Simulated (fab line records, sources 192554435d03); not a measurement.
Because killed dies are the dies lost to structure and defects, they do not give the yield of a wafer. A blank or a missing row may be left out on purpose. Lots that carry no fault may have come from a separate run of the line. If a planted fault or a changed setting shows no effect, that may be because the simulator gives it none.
fab line records + flow n5Finfet + part 1 of 2: steps 1 to 4 of 6
record
- lots=23
- wafers=69
- lastDay=20
route steps=1938 shown BEOL_M15@1789 MIM_BOT@1833 MIM_BOT_LITHO@1864 MIM_BOT_ETCH@1866
lots with no fault: from the same line, run without faults
startH: hours from the record's first day to the start of the lot's first wafer shown + waitH: how many hours have passed since the lot's step before this one + " unchanged from the row above + L1.1+2: one row covering several wafers at once + - no value present, or no start provided + * or withheld: withheld + < > ~ a bound
route shown NAME@n: NAME is a module with steps in the file, n the number in the route of the first one + usual: average and standard deviation across the fault-free wafers + same: alike in all rows + chamber/n: place in a boat + sites: readings site by site + _std_site: how widely they spread, as a standard deviation + _edge_site: inner sites' mean taken away from outer sites' mean + radiusMm: how far each site lies from the wafer's centre + mask NAME#n: copy n + behind: the last tool/chamber to shape the wafer + hold: cause of the lot's hold/its duration in hours/its outcome + device: names the non-switching transistor (n, p or np) + end of line: tests run on the same wafers once the route is complete + a step given without rows: its recipe and nothing more + killed: count of dies lost to structure and defects at first sort (not the wafer's yield) + map: dies across one wafer; x = killed, . = not, _ = none there
set.NAME: setting as actually run; set.NAME@STEP: the setting as run at that earlier step + model.NAME: the simulator's own value behind a step, which no gauge read
a sample of lots followed through the steps of the route, with each step as a table and each wafer as a row
services: from which hour (startH, from the record's first day; less than 0 if before it) a tool's chamber was out of use, for how many hours, and why
## steps
# step N5_BEOL_M15_STRIP_63
# recipe
- chemistry=O2
- powerW=600
- tempC=60
- pressureMtorr=30
- rfFrequencyHz=6e+07
- biasPowerW=0
- overashFraction=0.3
- o2FlowSccm=225
# usual
- drypumpMotorCurrentA=5.7/0.46
- oesProductAu=0.81/0.08
- rfVppV=3.7/0.74
- showerheadPlenumPTorr=2.10/0.083
- throttleValvePct=16.60/0.22
| lot.wafer | tool       | chamber | startH | waitH | drypumpMotorCurrentA | oesProductAu | rfHoursCounterH | rfVppV | showerheadPlenumPTorr | throttleValvePct |
|-----------|------------|---------|--------|-------|----------------------|--------------|-----------------|--------|-----------------------|------------------|
| L075.1    | rieDiel-04 | 1       | -      | -     | 5.5                  | 0.74         | 171             | 2.9    | 2.08                  | 16.61            |
| L075.5    | "          | 0       | "      | "     | 5.1                  | 0.79         | -               | 3.4    | 2.02                  | 16.73            |
| L075.6    | "          | 1       | "      | "     | 5.5                  | 0.74         | -               | 5.6    | 2.08                  | 16.63            |
| L076.2    | rieDiel-02 | 0       | -      | -     | 5.6                  | 0.85         | 51              | 4.3    | 2.13                  | 16.79            |
| L076.3    | "          | 3       | "      | "     | 6.1                  | 0.80         | 113             | 3.7    | 2.12                  | 16.39            |
| L076.5    | "          | 1       | "      | "     | 4.9                  | 0.86         | -               | 3.7    | 2.04                  | 16.42            |
| L077.1    | rieDiel-04 | 0       | -      | -     | 5.1                  | 0.79         | 102             | 4.1    | 2.02                  | 16.75            |
| L077.4    | "          | 2       | "      | "     | 6.0                  | 1.01         | 2               | 3.9    | 2.15                  | 16.24            |
| L077.5    | "          | 0       | "      | "     | 5.1                  | 0.78         | -               | 4.1    | 2.02                  | 16.74            |
| L078.1    | rieDiel-01 | 2       | -      | -     | 6.0                  | 0.87         | 38              | 4.2    | 2.23                  | 16.25            |
| L078.5    | "          | 2       | "      | "     | 6.0                  | 0.88         | -               | 3.3    | 2.23                  | 16.23            |
| L078.6    | "          | 0       | "      | "     | 6.1                  | 0.70         | -               | 4.9    | 2.16                  | 16.85            |
| L080.1    | rieDiel-01 | 0       | -      | -     | 6.1                  | 0.70         | 227             | 3.2    | 2.16                  | 16.89            |
| L080.5    | "          | 0       | "      | "     | 6.1                  | 0.70         | -               | 3.9    | 2.16                  | 16.85            |
| L080.6    | "          | 2       | "      | "     | 6.0                  | 0.87         | -               | 3.8    | 2.23                  | 16.27            |
| L079.1    | rieDiel-04 | 2       | -      | -     | 5.9                  | 0.99         | 7               | 3.0    | 2.15                  | 16.21            |
| L079.4    | "          | 3       | "      | "     | 6.4                  | 0.75         | 169             | 4.8    | 1.92                  | 16.59            |
| L079.5    | "          | 1       | "      | "     | 5.5                  | 0.73         | -               | 2.9    | 2.08                  | 16.65            |
| L081.4    | rieDiel-01 | 0       | -      | -     | 6.1                  | 0.69         | -               | 3.0    | 2.16                  | 16.85            |
| L081.5    | "          | 2       | "      | "     | 6.1                  | 0.88         | -               | 4.7    | 2.23                  | 16.27            |
| L081.6    | "          | 3       | "      | "     | 5.4                  | 0.69         | -               | 3.3    | 2.16                  | 17.02            |
| L083.4    | rieDiel-04 | 1       | -      | -     | 5.5                  | 0.73         | 186             | 3.6    | 2.08                  | 16.65            |
| L083.5    | "          | 0       | "      | "     | 5.1                  | 0.78         | -               | 4.0    | 2.01                  | 16.77            |
| L083.6    | "          | 3       | "      | "     | 6.4                  | 0.75         | -               | 3.3    | 1.91                  | 16.59            |
| L082.2    | rieDiel-02 | 2       | -      | -     | 5.4                  | 0.88         | 54              | 4.4    | 2.13                  | 16.51            |
| L082.4    | "          | 0       | "      | "     | 5.6                  | 0.83         | 64              | 3.8    | 2.13                  | 16.81            |
| L082.5    | "          | 3       | "      | "     | 6.1                  | 0.79         | -               | 4.6    | 2.11                  | 16.42            |
| L086.2    | rieDiel-04 | 3       | -      | -     | 6.5                  | 0.73         | 180             | 4.2    | 1.91                  | 16.60            |
| L086.4    | "          | 0       | "      | "     | 5.1                  | 0.76         | 119             | 3.2    | 2.01                  | 16.80            |
| L086.6    | "          | 1       | "      | "     | 5.5                  | 0.71         | -               | 3.2    | 2.08                  | 16.65            |
| L084.1    | rieDiel-04 | 1       | -      | -     | 5.5                  | 0.72         | 195             | 5.0    | 2.08                  | 16.66            |
| L084.2    | "          | 0       | "      | "     | 5.1                  | 0.77         | 120             | 3.8    | 2.01                  | 16.79            |
| L084.4    | "          | 3       | "      | "     | 6.4                  | 0.73         | 182             | 2.6    | 1.91                  | 16.62            |
| L089.1    | rieDiel-04 | 2       | -      | -     | 5.9                  | 0.94         | 20              | 4.5    | 2.14                  | 16.28            |
| L089.3    | "          | 3       | "      | "     | 6.4                  | 0.75         | 183             | 4.1    | 1.91                  | 16.63            |
| L089.4    | "          | 1       | "      | "     | 5.4                  | 0.72         | 196             | 2.9    | 2.08                  | 16.65            |
| L087.3    | rieDiel-01 | 0       | -      | -     | 6.1                  | 0.69         | 244             | 3.6    | 2.15                  | 16.92            |
| L087.4    | "          | 2       | "      | "     | 6.0                  | 0.86         | 56              | 3.3    | 2.22                  | 16.30            |
| L087.6    | "          | 2       | "      | "     | 6.0                  | 0.84         | -               | 4.2    | 2.22                  | 16.30            |
| L088.4    | rieDiel-01 | 2       | -      | -     | 6.0                  | 0.85         | 58              | 2.9    | 2.22                  | 16.30            |
| L088.5    | "          | 2       | "      | "     | 6.0                  | 0.84         | -               | 4.2    | 2.22                  | 16.29            |
| L088.6    | "          | 3       | "      | "     | 5.4                  | 0.69         | -               | 3.4    | 2.15                  | 17.04            |
| L085.2    | rieDiel-02 | 2       | -      | -     | 5.4                  | 0.86         | 64              | 4.1    | 2.13                  | 16.54            |
| L085.3    | "          | 0       | "      | "     | 5.6                  | 0.83         | 74              | 3.8    | 2.13                  | 16.84            |
| L085.5    | "          | 0       | "      | "     | 5.6                  | 0.83         | -               | 4.1    | 2.13                  | 16.86            |
| L093.1    | rieDiel-02 | 3       | -      | -     | 6.2                  | 0.79         | 138             | 5.3    | 2.11                  | 16.44            |
| L093.4    | "          | 1       | "      | "     | 4.9                  | 0.84         | 73              | 4.8    | 2.03                  | 16.47            |
| L093.5    | "          | 2       | "      | "     | 5.3                  | 0.86         | -               | 3.7    | 2.13                  | 16.55            |
| L091.2    | rieDiel-02 | 3       | -      | -     | 6.2                  | 0.78         | 138             | 3.6    | 2.11                  | 16.47            |
| L091.4    | "          | 1       | "      | "     | 4.9                  | 0.83         | 73              | 4.0    | 2.03                  | 16.46            |
| L091.5    | "          | 2       | "      | "     | 5.4                  | 0.85         | -               | 3.1    | 2.13                  | 16.56            |
| L096.2    | rieDiel-02 | 3       | -      | -     | 6.2                  | 0.78         | 140             | 3.6    | 2.11                  | 16.46            |
| L096.4    | "          | 1       | "      | "     | 4.9                  | 0.82         | 76              | 3.2    | 2.03                  | 16.43            |
| L096.6    | "          | 1       | "      | "     | 4.9                  | 0.82         | -               | 3.5    | 2.03                  | 16.48            |
| L092.2    | rieDiel-01 | 3       | -      | -     | 5.4                  | 0.95         | 7               | 4.2    | 2.15                  | 16.61            |
| L092.4    | "          | 1       | "      | "     | 5.8                  | 0.81         | 94              | 5.3    | 2.20                  | 16.83            |
| L092.6    | "          | 0       | "      | "     | 6.1                  | 1.01         | -               | 5.0    | 2.15                  | 16.41            |
| L094.1    | rieDiel-02 | 1       | -      | -     | 4.9                  | 0.82         | 81              | 4.0    | 2.03                  | 16.48            |
| L094.2    | "          | 0       | "      | "     | 5.6                  | 0.83         | 84              | 5.3    | 2.12                  | 16.85            |
| L094.4    | "          | 3       | "      | "     | 6.2                  | 0.78         | 145             | 2.8    | 2.11                  | 16.48            |
| L095.3    | rieDiel-04 | 1       | -      | -     | 5.5                  | 0.70         | 213             | 3.4    | 2.07                  | 16.69            |
| L095.4    | "          | 2       | "      | "     | 6.0                  | 0.91         | -               | 2.0    | 2.14                  | 16.28            |
| L095.6    | "          | 1       | "      | "     | 5.5                  | 0.70         | -               | 3.5    | 2.07                  | 16.71            |
| L090.2    | rieDiel-02 | 3       | -      | -     | 6.2                  | 0.76         | 148             | 4.2    | 2.11                  | 16.48            |
| L090.4    | "          | 0       | "      | "     | 5.6                  | 0.82         | 87              | 3.7    | 2.12                  | 16.87            |
| L090.6    | "          | 1       | "      | "     | 4.9                  | 0.82         | -               | 3.4    | 2.03                  | 16.50            |
| L097.1    | rieDiel-02 | 3       | -      | -     | 6.2                  | 0.77         | 155             | 3.0    | 2.10                  | 16.50            |
| L097.2    | "          | 2       | "      | "     | 5.4                  | 0.83         | 84              | 4.5    | 2.12                  | 16.56            |
| L097.6    | "          | 3       | "      | "     | 6.1                  | 0.77         | -               | 3.8    | 2.10                  | 16.50            |
# step N5_MIM_BOT_SPUTTER_00
# recipe
- material=TiN
- targetThkA=350
- tempC=200
- powerW=3000
- chamberPressurePa=0.49996
- gas=Ar
- reactivePartialPa=0.37997
- timeS=89.7
# usual
- substrateTempC=200.01/0.17
- throttleValvePct=29.6/1.4
| lot.wafer | tool          | chamber | startH | waitH | substrateTempC | throttleValvePct |
|-----------|---------------|---------|--------|-------|----------------|------------------|
| L075.1    | pvdSputter-02 | -       | 303.45 | 0.0   | 199.99         | 26.9             |
| L075.5    | "             | -       | "      | "     | 199.93         | 29.6             |
| L075.6    | "             | -       | "      | "     | 200.01         | 30.9             |
| L076.2    | pvdSputter-03 | -       | 311.57 | 0.0   | 200.10         | 29.6             |
| L076.3    | "             | -       | "      | "     | 199.88         | 32.4             |
| L076.5    | "             | -       | "      | "     | 200.08         | 27.3             |
| L077.1    | pvdSputter-03 | -       | 325.85 | 0.0   | 200.15         | 32.4             |
| L077.4    | "             | -       | "      | "     | 199.95         | 32.3             |
| L077.5    | "             | -       | "      | "     | 199.85         | 26.8             |
| L078.1    | pvdSputter-01 | -       | 334.01 | 0.0   | 199.92         | 28.9             |
| L078.5    | "             | -       | "      | "     | 200.19         | 29.6             |
| L078.6    | "             | -       | "      | "     | 200.30         | 31.0             |
| L080.1    | pvdSputter-01 | -       | 336.19 | 0.0   | 200.16         | 30.8             |
| L080.5    | "             | -       | "      | "     | 200.17         | 29.1             |
| L080.6    | "             | -       | "      | "     | 200.03         | 30.8             |
| L079.1    | pvdSputter-01 | -       | 339.38 | 0.0   | 200.14         | 29.7             |
| L079.4    | "             | -       | "      | "     | 199.92         | 29.2             |
| L079.5    | "             | -       | "      | "     | 199.92         | 29.9             |
| L081.4    | pvdSputter-03 | -       | 339.62 | 0.0   | 200.21         | 28.6             |
| L081.5    | "             | -       | "      | "     | 200.20         | 29.4             |
| L081.6    | "             | -       | "      | "     | 199.99         | 28.1             |
| L083.4    | pvdSputter-01 | -       | 347.65 | 0.0   | 199.78         | 28.8             |
| L083.5    | "             | -       | "      | "     | 200.02         | 29.1             |
| L083.6    | "             | -       | "      | "     | 199.89         | 29.8             |
| L082.2    | pvdSputter-01 | -       | 360.38 | 0.0   | 199.97         | 28.4             |
| L082.4    | "             | -       | "      | "     | 199.86         | 29.5             |
| L082.5    | "             | -       | "      | "     | 200.00         | 28.9             |
| L086.2    | pvdSputter-01 | -       | 370.77 | 0.0   | 200.13         | 28.9             |
| L086.4    | "             | -       | "      | "     | 200.04         | 28.8             |
| L086.6    | "             | -       | "      | "     | 200.23         | 28.6             |
| L084.1    | pvdSputter-01 | -       | 370.99 | 0.0   | 199.85         | 30.8             |
| L084.2    | "             | -       | "      | "     | 200.06         | 29.8             |
| L084.4    | "             | -       | "      | "     | 199.96         | 29.1             |
| L089.1    | pvdSputter-02 | -       | 378.19 | 0.0   | 200.31         | 29.4             |
| L089.3    | "             | -       | "      | "     | 199.95         | 31.0             |
| L089.4    | "             | -       | "      | "     | 200.25         | 31.0             |
| L087.3    | pvdSputter-01 | -       | 381.46 | 0.0   | 199.59         | 30.0             |
| L087.4    | "             | -       | "      | "     | 199.70         | 30.8             |
| L087.6    | "             | -       | "      | "     | 199.93         | 28.8             |
| L088.4    | pvdSputter-02 | -       | 387.54 | 0.0   | 199.82         | 31.3             |
| L088.5    | "             | -       | "      | "     | 200.22         | 31.1             |
| L088.6    | "             | -       | "      | "     | 199.83         | 29.3             |
| L085.2    | pvdSputter-02 | -       | 393.87 | 0.0   | 199.71         | 29.3             |
| L085.3    | "             | -       | "      | "     | 199.92         | 30.9             |
| L085.5    | "             | -       | "      | "     | 199.98         | 31.2             |
| L093.1    | pvdSputter-02 | -       | 397.39 | 0.0   | 200.23         | 27.2             |
| L093.4    | "             | -       | "      | "     | 200.16         | 31.3             |
| L093.5    | "             | -       | "      | "     | 200.35         | 29.4             |
| L091.2    | pvdSputter-01 | -       | 397.40 | 0.0   | 199.89         | 29.9             |
| L091.4    | "             | -       | "      | "     | 200.19         | 30.6             |
| L091.5    | "             | -       | "      | "     | 200.41         | 30.6             |
| L096.2    | pvdSputter-01 | -       | 406.19 | 0.0   | 199.53         | 30.9             |
| L096.4    | "             | -       | "      | "     | 199.97         | 29.1             |
| L096.6    | "             | -       | "      | "     | 200.03         | 30.8             |
| L092.2    | pvdSputter-01 | -       | 423.40 | 0.0   | 199.89         | 29.8             |
| L092.4    | "             | -       | "      | "     | 199.95         | 28.7             |
| L092.6    | "             | -       | "      | "     | 200.18         | 28.7             |
| L094.1    | pvdSputter-02 | -       | 423.92 | 0.0   | 199.92         | 31.1             |
| L094.2    | "             | -       | "      | "     | 200.07         | 27.1             |
| L094.4    | "             | -       | "      | "     | 199.97         | 29.5             |
| L095.3    | pvdSputter-02 | -       | 435.58 | 0.0   | 200.02         | 31.1             |
| L095.4    | "             | -       | "      | "     | 199.85         | 29.1             |
| L095.6    | "             | -       | "      | "     | 200.22         | 29.5             |
| L090.2    | pvdSputter-03 | -       | 435.67 | 0.0   | 200.10         | 27.1             |
| L090.4    | "             | -       | "      | "     | 199.96         | 28.3             |
| L090.6    | "             | -       | "      | "     | 200.18         | 28.4             |
| L097.1    | pvdSputter-02 | -       | 463.20 | 0.0   | 199.95         | 27.3             |
| L097.2    | "             | -       | "      | "     | 199.79         | 31.1             |
| L097.6    | "             | -       | "      | "     | 199.83         | 29.7             |
# step N5_MIM_BOT_LITHO_INSPECT_12
# recipe
- mode=adi
- inspectInstrument=macro
# usual
- rawDefectCount=1.9/1.3
| lot.wafer | tool             | chamber | startH | waitH | rawDefectCount |
|-----------|------------------|---------|--------|-------|----------------|
| L075.1    | defectInspect-02 | -       | 307.93 | 0.0   | 3              |
| L075.5    | "                | -       | "      | "     | 2              |
| L075.6    | "                | -       | "      | "     | 3              |
| L076.2    | defectInspect-01 | -       | 314.91 | 0.0   | 5              |
| L076.3    | "                | -       | "      | "     | 2              |
| L076.5    | "                | -       | "      | "     | 2              |
| L077.1    | defectInspect-01 | -       | 330.02 | 0.0   | 4              |
| L077.4    | "                | -       | "      | "     | 3              |
| L077.5    | "                | -       | "      | "     | 2              |
| L078.1    | defectInspect-02 | -       | 337.33 | 0.0   | 1              |
| L078.5    | "                | -       | "      | "     | 3              |
| L078.6    | "                | -       | "      | "     | 1              |
| L080.1    | defectInspect-02 | -       | 338.23 | 0.0   | 1              |
| L080.5    | "                | -       | "      | "     | 2              |
| L080.6    | "                | -       | "      | "     | 2              |
| L079.1    | defectInspect-01 | -       | 341.38 | 0.0   | 2              |
| L079.4    | "                | -       | "      | "     | 0              |
| L079.5    | "                | -       | "      | "     | 2              |
| L081.4    | defectInspect-01 | -       | 344.25 | 0.0   | 1              |
| L081.5    | "                | -       | "      | "     | 1              |
| L081.6    | "                | -       | "      | "     | 2              |
| L083.4    | defectInspect-02 | -       | 353.19 | 0.0   | 2              |
| L083.5    | "                | -       | "      | "     | 2              |
| L083.6    | "                | -       | "      | "     | 1              |
| L082.2    | defectInspect-02 | -       | 362.66 | 0.0   | 2              |
| L082.4    | "                | -       | "      | "     | 1              |
| L082.5    | "                | -       | "      | "     | 2              |
| L086.2    | defectInspect-01 | -       | 373.29 | 0.0   | 0              |
| L086.4    | "                | -       | "      | "     | 0              |
| L086.6    | "                | -       | "      | "     | 5              |
| L084.1    | defectInspect-02 | -       | 374.90 | 0.0   | 3              |
| L084.2    | "                | -       | "      | "     | 2              |
| L084.4    | "                | -       | "      | "     | 3              |
| L089.1    | defectInspect-01 | -       | 382.35 | 0.0   | 2              |
| L089.3    | "                | -       | "      | "     | 3              |
| L089.4    | "                | -       | "      | "     | 1              |
| L087.3    | defectInspect-02 | -       | 384.21 | 0.0   | 5              |
| L087.4    | "                | -       | "      | "     | 5              |
| L087.6    | "                | -       | "      | "     | 0              |
| L088.4    | defectInspect-02 | -       | 389.66 | 0.0   | 2              |
| L088.5    | "                | -       | "      | "     | 2              |
| L088.6    | "                | -       | "      | "     | 6              |
| L085.2    | defectInspect-01 | -       | 396.12 | 0.0   | 0              |
| L085.3    | "                | -       | "      | "     | 1              |
| L085.5    | "                | -       | "      | "     | 2              |
| L091.2    | defectInspect-01 | -       | 399.23 | 0.0   | 3              |
| L091.4    | "                | -       | "      | "     | 1              |
| L091.5    | "                | -       | "      | "     | 1              |
| L093.1    | defectInspect-01 | -       | 403.10 | 0.0   | 1              |
| L093.4    | "                | -       | "      | "     | 1              |
| L093.5    | "                | -       | "      | "     | 0              |
| L096.2    | defectInspect-02 | -       | 412.13 | 0.0   | 3              |
| L096.4    | "                | -       | "      | "     | 3              |
| L096.6    | "                | -       | "      | "     | 2              |
| L092.2    | defectInspect-01 | -       | 425.56 | 0.0   | 2              |
| L092.4    | "                | -       | "      | "     | 2              |
| L092.6    | "                | -       | "      | "     | 2              |
| L094.1    | defectInspect-02 | -       | 428.50 | 0.0   | 2              |
| L094.2    | "                | -       | "      | "     | 1              |
| L094.4    | "                | -       | "      | "     | 2              |
| L095.3    | defectInspect-02 | -       | 440.25 | 0.0   | 2              |
| L095.4    | "                | -       | "      | "     | 1              |
| L095.6    | "                | -       | "      | "     | 1              |
| L090.2    | defectInspect-01 | -       | 440.29 | 0.0   | 1              |
| L090.4    | "                | -       | "      | "     | 1              |
| L090.6    | "                | -       | "      | "     | 0              |
| L097.1    | defectInspect-01 | -       | 465.03 | 0.0   | 0              |
| L097.2    | "                | -       | "      | "     | 1              |
| L097.6    | "                | -       | "      | "     | 1              |
# step N5_MIM_BOT_LITHO_DESCUM_10
# recipe
- chemistry=O2
- timeS=7.9
- sourcePowerW=50
- biasPowerW=20
- pressureMtorr=20
- rfFrequencyHz=2.712e+07
- tempC=40
- o2FlowSccm=225
# usual
- drypumpMotorCurrentA=5.8/0.47
- oesProductAu=0.82/0.078
- rfVppV=242.9/1.5
- showerheadPlenumPTorr=2.08/0.076
- throttleValvePct=20.45/0.24
| lot.wafer | tool       | chamber | startH | waitH | drypumpMotorCurrentA | oesProductAu | rfHoursCounterH | rfVppV | showerheadPlenumPTorr | throttleValvePct |
|-----------|------------|---------|--------|-------|----------------------|--------------|-----------------|--------|-----------------------|------------------|
| L075.1    | rieDiel-05 | 0       | 308.02 | 0.1   | 6.5                  | 0.86         | 49              | 243.3  | 2.05                  | 20.01            |
| L075.5    | "          | 2       | "      | "     | 6.2                  | 0.70         | -               | 242.2  | 2.07                  | 20.67            |
| L075.6    | "          | 0       | "      | "     | 6.4                  | 0.87         | -               | 242.7  | 2.05                  | 20.00            |
| L076.2    | rieDiel-06 | 0       | 315.08 | 0.2   | 5.7                  | 0.85         | 46              | 241.8  | 2.04                  | 20.41            |
| L076.3    | "          | 3       | "      | "     | 4.9                  | 0.91         | 37              | 242.5  | 2.04                  | 20.64            |
| L076.5    | "          | 0       | "      | "     | 5.7                  | 0.87         | -               | 241.8  | 2.04                  | 20.38            |
| L077.1    | rieDiel-03 | 2       | 330.06 | 0.0   | 5.8                  | 0.83         | 92              | 244.8  | 2.20                  | 20.36            |
| L077.4    | "          | 3       | "      | "     | 5.3                  | 0.93         | 14              | 243.0  | 2.05                  | 20.10            |
| L077.5    | "          | 1       | "      | "     | 5.4                  | 0.88         | -               | 243.4  | 2.05                  | 20.64            |
| L078.1    | rieDiel-05 | 2       | 337.36 | 0.0   | 6.3                  | 0.69         | 235             | 243.0  | 2.07                  | 20.67            |
| L078.5    | "          | 0       | "      | "     | 6.5                  | 0.85         | -               | 240.1  | 2.04                  | 20.02            |
| L078.6    | "          | 2       | "      | "     | 6.2                  | 0.68         | -               | 243.6  | 2.07                  | 20.66            |
| L080.1    | rieDiel-05 | 2       | 338.69 | 0.5   | 6.2                  | 0.69         | 236             | 242.3  | 2.07                  | 20.65            |
| L080.5    | "          | 0       | "      | "     | 6.5                  | 0.84         | -               | 242.3  | 2.04                  | 20.04            |
| L080.6    | "          | 2       | "      | "     | 6.2                  | 0.69         | -               | 242.3  | 2.07                  | 20.67            |
| L079.1    | rieDiel-06 | 0       | 341.42 | 0.0   | 5.7                  | 0.86         | 57              | 241.1  | 2.04                  | 20.40            |
| L079.4    | "          | 3       | "      | "     | 4.9                  | 0.91         | 48              | 242.1  | 2.04                  | 20.66            |
| L079.5    | "          | 1       | "      | "     | 5.8                  | 0.73         | -               | 241.1  | 1.98                  | 20.65            |
| L081.4    | rieDiel-05 | 1       | 344.31 | 0.1   | 6.4                  | 0.93         | -               | 244.6  | 2.24                  | 20.38            |
| L081.5    | "          | 2       | "      | "     | 6.2                  | 0.69         | -               | 242.3  | 2.07                  | 20.69            |
| L081.6    | "          | 0       | "      | "     | 6.5                  | 0.85         | -               | 241.8  | 2.04                  | 20.03            |
| L083.4    | rieDiel-06 | 1       | 353.22 | 0.0   | 5.8                  | 0.72         | 203             | 240.5  | 1.98                  | 20.67            |
| L083.5    | "          | 3       | "      | "     | 4.9                  | 0.88         | -               | 241.7  | 2.04                  | 20.67            |
| L083.6    | "          | 2       | "      | "     | 5.5                  | 0.75         | -               | 244.4  | 2.08                  | 20.33            |
| L082.2    | rieDiel-03 | 3       | 362.69 | 0.0   | 5.3                  | 0.91         | 25              | 241.6  | 2.05                  | 20.14            |
| L082.4    | "          | 1       | "      | "     | 5.4                  | 0.87         | 56              | 241.1  | 2.05                  | 20.66            |
| L082.5    | "          | 2       | "      | "     | 5.8                  | 0.82         | -               | 244.2  | 2.20                  | 20.37            |
| L086.2    | rieDiel-03 | 3       | 373.32 | 0.0   | 5.3                  | 0.90         | 29              | 242.6  | 2.05                  | 20.12            |
| L086.4    | "          | 1       | "      | "     | 5.4                  | 0.87         | 60              | 241.8  | 2.04                  | 20.66            |
| L086.6    | "          | 1       | "      | "     | 5.4                  | 0.86         | -               | 241.5  | 2.04                  | 20.66            |
| L084.1    | rieDiel-05 | 3       | 374.93 | 0.0   | 5.4                  | 0.94         | 9               | 244.2  | 2.05                  | 20.59            |
| L084.2    | "          | 1       | "      | "     | 6.5                  | 0.89         | 23              | 244.7  | 2.24                  | 20.40            |
| L084.4    | "          | 1       | "      | "     | 6.5                  | 0.88         | -               | 245.4  | 2.24                  | 20.39            |
| L089.1    | rieDiel-03 | 3       | 382.38 | 0.0   | 5.3                  | 0.89         | 32              | 243.3  | 2.04                  | 20.14            |
| L089.3    | "          | 2       | "      | "     | 5.8                  | 0.80         | 110             | 244.2  | 2.19                  | 20.39            |
| L089.4    | "          | 1       | "      | "     | 5.5                  | 0.85         | 62              | 241.6  | 2.04                  | 20.68            |
| L087.3    | rieDiel-06 | 3       | 384.43 | 0.2   | 4.9                  | 0.88         | 61              | 241.9  | 2.04                  | 20.70            |
| L087.4    | "          | 0       | "      | "     | 5.7                  | 0.84         | 72              | 241.9  | 2.03                  | 20.43            |
| L087.6    | "          | 2       | "      | "     | 5.5                  | 0.74         | -               | 243.2  | 2.08                  | 20.34            |
| L088.4    | rieDiel-06 | 0       | 389.69 | 0.0   | 5.7                  | 0.84         | 74              | 240.8  | 2.03                  | 20.43            |
| L088.5    | "          | 1       | "      | "     | 5.8                  | 0.72         | -               | 242.4  | 1.98                  | 20.68            |
| L088.6    | "          | 2       | "      | "     | 5.5                  | 0.74         | -               | 242.5  | 2.08                  | 20.34            |
| L085.2    | rieDiel-03 | 3       | 396.16 | 0.0   | 5.3                  | 0.89         | 38              | 243.0  | 2.04                  | 20.16            |
| L085.3    | "          | 1       | "      | "     | 5.5                  | 0.84         | 69              | 243.0  | 2.04                  | 20.68            |
| L085.5    | "          | 1       | "      | "     | 5.5                  | 0.85         | -               | 242.8  | 2.04                  | 20.68            |
| L091.2    | rieDiel-03 | 1       | 399.26 | 0.0   | 5.5                  | 0.84         | 71              | 242.5  | 2.04                  | 20.67            |
| L091.4    | "          | 2       | "      | "     | 5.8                  | 0.80         | -               | 246.1  | 2.19                  | 20.41            |
| L091.5    | "          | 1       | "      | "     | 5.4                  | 0.84         | -               | 240.8  | 2.04                  | 20.69            |
| L093.1    | rieDiel-03 | 1       | 403.23 | 0.1   | 5.5                  | 0.84         | 74              | 241.4  | 2.04                  | 20.69            |
| L093.4    | "          | 2       | "      | "     | 5.8                  | 0.80         | -               | 245.0  | 2.19                  | 20.41            |
| L093.5    | "          | 3       | "      | "     | 5.3                  | 0.87         | -               | 243.2  | 2.04                  | 20.17            |
| L096.2    | rieDiel-05 | 1       | 412.16 | 0.0   | 6.4                  | 0.87         | 39              | 244.8  | 2.23                  | 20.45            |
| L096.4    | "          | 2       | "      | "     | 6.3                  | 0.96         | 8               | 243.5  | 2.06                  | 20.31            |
| L096.6    | "          | 1       | "      | "     | 6.5                  | 0.87         | -               | 246.8  | 2.23                  | 20.44            |
| L092.2    | rieDiel-05 | 1       | 425.60 | 0.0   | 6.5                  | 0.85         | 44              | 244.6  | 2.23                  | 20.43            |
| L092.4    | "          | 1       | "      | "     | 6.4                  | 0.86         | -               | 246.0  | 2.23                  | 20.45            |
| L092.6    | "          | 0       | "      | "     | 6.4                  | 0.80         | -               | 242.2  | 2.03                  | 20.08            |
| L094.1    | rieDiel-03 | 2       | 428.53 | 0.0   | 5.8                  | 0.79         | 130             | 244.5  | 2.19                  | 20.45            |
| L094.2    | "          | 3       | "      | "     | 5.3                  | 0.86         | 52              | 242.4  | 2.04                  | 20.16            |
| L094.4    | "          | 0       | "      | "     | 5.7                  | 0.97         | 6               | 245.7  | 2.23                  | 20.43            |
| L095.3    | rieDiel-03 | 0       | 440.36 | 0.1   | 5.7                  | 0.96         | 10              | 245.9  | 2.23                  | 20.42            |
| L095.4    | "          | 3       | "      | "     | 5.3                  | 0.86         | 55              | 242.3  | 2.04                  | 20.18            |
| L095.6    | "          | 2       | "      | "     | 5.8                  | 0.78         | -               | 244.9  | 2.19                  | 20.43            |
| L090.2    | rieDiel-06 | 2       | 440.42 | 0.1   | 5.5                  | 0.72         | 193             | 243.4  | 2.07                  | 20.37            |
| L090.4    | "          | 0       | "      | "     | 5.7                  | 0.81         | 90              | 241.7  | 2.03                  | 20.46            |
| L090.6    | "          | 2       | "      | "     | 5.5                  | 0.72         | -               | 242.5  | 2.07                  | 20.37            |
| L097.1    | rieDiel-05 | 3       | 465.33 | 0.3   | 5.4                  | 0.86         | 46              | 242.2  | 2.04                  | 20.64            |
| L097.2    | "          | 2       | "      | "     | 6.3                  | 0.91         | 26              | 242.8  | 2.05                  | 20.33            |
| L097.6    | "          | 3       | "      | "     | 5.4                  | 0.87         | -               | 243.0  | 2.04                  | 20.64            |
